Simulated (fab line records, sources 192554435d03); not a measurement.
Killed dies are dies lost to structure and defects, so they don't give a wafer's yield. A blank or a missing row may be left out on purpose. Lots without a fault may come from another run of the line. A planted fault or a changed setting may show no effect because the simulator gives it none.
A struck lot beside a sound one | flow n5_finfet | 35 steps out of a route of 1938
Sound: wafers L742.1, L742.2, L742.4. Struck: wafers L745.2, L745.4. (L745.6 of the same lot was not struck and is left out.) The cause comes at the end.
At each step with rows: each side's tool, then ch and its chambers, then its first start. Under that, the readings that differ: sound wafers | struck wafers | difference of the means | sigmas: that difference in standard deviations of wafers without a fault.
alike: readings whose means differ by less than 2 such deviations, and words and numbers that are the same on both sides. not compared: withheld readings, readings that some wafer has no value for, bounds like >300 that may hide the same value, and numbers for which the record gives no deviation and whose values overlap.
The two part at a step that has a row with sigmas, a row that says differs or no value, or rows on one side only. Numbers that don't overlap but have no deviation are shown without sigmas and don't part them. A reading that every wafer of one side lacks parts them only if that side has two wafers or more.

first, 9 steps without rows for these wafers: N5_BEOL_M14_SOFTBAKE_23 (time 60 s); N5_BEOL_M14_EXPOSE_25 (exposes mask M14, target cd 280 nm); N5_BEOL_M14_PEB_26 (peb time 90 s); N5_BEOL_M14_DEVELOP_27 (develop time 45 s); N5_BEOL_M14_HARDBAKE_32 (time 120 s); N5_BEOL_M14_DESCUM_33 (chemistry O2, time 7.9 s); N5_BEOL_M14_ETCH_67 (etches SiARC in CF4, target depth 143 nm, time 238.3 s); N5_BEOL_M14_ETCH_68 (etches SOC in N2/H2, time 450 s); N5_BEOL_M14_STRIP_69 (strips in N2/H2).
N5_BEOL_M14_TRENCH_ETCH_34: etches SiO2 in C4F8/O2/Ar, target depth 556.65 nm, time 126.9 s.
  sound on rie_diel-02 ch 0,1,2, day 11 15:10; struck on rie_diel-02 ch 2, day 13 17:14
  alike: drypump_motor_current_A, oes_product_au, rf_vpp_V, showerhead_plenum_p_Torr, throttle_valve_pct
  not compared: rf_hours_counter_h
then, 24 steps without rows for these wafers: N5_BEOL_M14_STRIP_70 (strips in C4F8/O2/Ar); N5_BEOL_M14_STRIP_37 (strips in O2); N5_BEOL_M14_ETCH_38 (etches SiCN in CF4/N2, target depth 106.5 nm, time 120.6 s); N5_BEOL_M14_PRECLEAN_39 (cleans in residue remover, time 60 s); N5_BEOL_M14_SRD_40 (time 30 s, dry time 30 s); N5_BEOL_M14_DEGAS_41 (time 60 s); N5_BEOL_M14_PRE_CLEAN_42 (time 30 s); N5_BEOL_M14_SPUTTER_43 (material TaN, target thk 15 nm, time 24.19 s); N5_BEOL_M14_SPUTTER_44 (material Ta, target thk 15 nm, time 24.19 s); N5_BEOL_M14_SPUTTER_45 (material Cu, target thk 100 nm, time 16.67 s); N5_BEOL_M14_ECD_47 (material Cu, target thk 1248 nm); N5_BEOL_M14_ANNEAL_48 (time 90 s); N5_BEOL_M14_CMP_49 (polishes, stops on SiO2, t overpolish 5.2 s, target thk 560 nm); N5_BEOL_M14_PRE_CLEAN_52 (time 15 s); N5_BEOL_M14_DEP_53 (deposits SiCN from 3MS/NH3, target thk 50 nm, time 17.8 s); N5_BEOL_M15_ILD_DEP_00 (deposits SiO2 from TEOS/O2, target thk 1629.3 nm, time 346.1 s); N5_BEOL_M15_COAT_58 (time 60 s, resist thk 89 nm); N5_BEOL_M15_COAT_04 (resist thk 800 nm); N5_BEOL_M15_EBR_06; N5_BEOL_M15_SOFTBAKE_05 (time 60 s); N5_BEOL_M15_EXPOSE_07 (exposes mask V14); N5_BEOL_M15_PEB_08 (peb time 90 s); N5_BEOL_M15_DEVELOP_09 (develop time 45 s); N5_BEOL_M15_HARDBAKE_14 (time 120 s).
N5_PASSIVATION_PROBE_49:
  the record has rows for the struck wafers here (prober-01, day 15 00:33) and none for the sound ones

WHERE THEY PART
Only at N5_PASSIVATION_PROBE_49, within this record.

WHY: what the simulator had put in
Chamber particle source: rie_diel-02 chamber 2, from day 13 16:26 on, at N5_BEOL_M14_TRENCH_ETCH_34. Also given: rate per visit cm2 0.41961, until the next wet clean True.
